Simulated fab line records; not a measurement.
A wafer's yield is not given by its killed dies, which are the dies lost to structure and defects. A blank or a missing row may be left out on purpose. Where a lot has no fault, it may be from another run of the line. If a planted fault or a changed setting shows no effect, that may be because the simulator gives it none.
Struck lot and sound lot, side by side -- flow nandHarc -- 14 steps out of a route of 1159
Sound: the wafers L439.1, L439.2, L439.5. Wafers L452.2, L452.3, L452.6 were the ones struck. The cause comes at the end.
Each step with rows lists, per side, the tool, then ch with its chambers, then its first start. Under that, the readings that differ: sound wafers -- struck wafers -- difference of the means -- sigmas: that difference in standard deviations of wafers without a fault.
alike: readings with means less than 2 such deviations apart, plus words and numbers identical on both sides. not compared: withheld readings, readings lacking a value on some wafer, bounds such as >300 that could conceal the same value, and numbers that have no deviation in the record and whose values overlap.
The two part at a step that has a row with sigmas, a row that says differs or no value, or rows on one side only. Non-overlapping numbers with no deviation appear without sigmas and do not part them. A reading that every wafer of one side lacks parts them only if that side has two wafers or more.

first, 1 step without rows for these wafers: NHARC_A_M0_DEVELOP_08 (develop time 35 s).
NHARC_A_M0_CD_MEAS_09 targets a cd of 80 nm.
  sound on cdSem-01 ch 0, day 18 00:53; struck on cdSem-03 ch 0, day 20 20:02
  alike: cdNm
NHARC_A_M0_OVL_MEAS_10: pitch 160 nm.
  sound on overlay-02, day 18 00:58; struck on overlay-02, day 20 20:07
reading,sound,struck,difference,sigmas
overlayXNm (nm),-0.4 -0.8 -0.8,1.4 1.1 1.6,+2.0,+2
overlayYNm (nm),1.7 2.4 2.4,-0.2 -0.6 -0.1,-2.5,-2
NHARC_A_M0_INSPECT_11:
  sound on defectInspect-02, day 18 01:00; struck on defectInspect-02, day 20 20:10
  alike: rawDefectCount
NHARC_A_M0_DESCUM_14: chemistry O2, time 3 s.
  sound on rieDiel-13 ch 0,2, day 18 01:04; struck on rieDiel-09 ch 0,1,3, day 20 20:15
reading,sound,struck,difference,sigmas
throttleValvePct (%),11.298 11.301 11.288,11.331 11.310 11.316,+0.023,+3
  alike: drypumpMotorCurrentA, oesProductAu, rfVppV, showerheadPlenumPTorr
  not compared: rfHoursCounterH
then, 2 steps without rows for these wafers: NHARC_A_M0_ETCH_34 (etches the open film in N2/H2, target depth 40 nm, overetch 12 nm, time 43.94 s); NHARC_A_M0_ETCH_15 (etches the open film in C4F8/Ar, target depth 150 nm, overetch 15 nm, time 82.5 s).
NHARC_A_M0_CD_MEAS_16:
  sound on cdSem-03, day 18 01:22; struck on cdSem-01, day 20 20:35
  alike: cdNm
NHARC_A_M0_STRIP_18: strips in N2/H2.
  sound on rieDiel-09 ch 1,2, day 18 01:26; struck on rieDiel-09 ch 0,1, day 20 20:41
reading,sound,struck,difference,sigmas
throttleValvePct (%),14.158 14.142 14.156,14.187 14.176 14.190,+0.032,+3
  alike: drypumpMotorCurrentA, oesProductAu, rfVppV, showerheadPlenumPTorr
  not compared: rfHoursCounterH
then, 1 step without rows for these wafers: NHARC_A_M0_STRIP_19 (strips in post etch residue remover, time 600 s).
NHARC_A_M0_DEGAS_28: time 60 s.
  sound on pvdSputter-03, day 18 01:59; struck on pvdSputter-03, day 20 21:22
  alike: heaterPowerW
NHARC_A_M0_PRE_CLEAN_29: time 30 s.
  sound on pvdSputter-03; struck on pvdSputter-03
  alike: heaterPowerW
NHARC_A_M0_PVD_20: deposits TaN, target thk 5 nm, time 8.06 s.
  sound on pvdSputter-03, day 18 02:05; struck on pvdSputter-03, day 20 21:31
  no value came back on the struck wafers for biasV (V), cathodeDcPowerW (W), throttleValvePct (%); on the sound wafers biasV (V) reads 165.0 167.8 168.1
NHARC_A_M0_PVD_21: deposits Cu, target thk 30 nm, time 20.49 s.
  sound on pvdSputter-03; struck on pvdSputter-03
  alike: cathodeDcPowerW, chamberPressurePa, throttleValvePct

== WHERE THEY PART ==
First at NHARC_A_M0_OVL_MEAS_10; last, within this record, at NHARC_A_M0_PVD_20. Later steps at which nothing parts them and some readings are alike: NHARC_A_M0_PVD_21.

WHY: the cause the simulator had injected
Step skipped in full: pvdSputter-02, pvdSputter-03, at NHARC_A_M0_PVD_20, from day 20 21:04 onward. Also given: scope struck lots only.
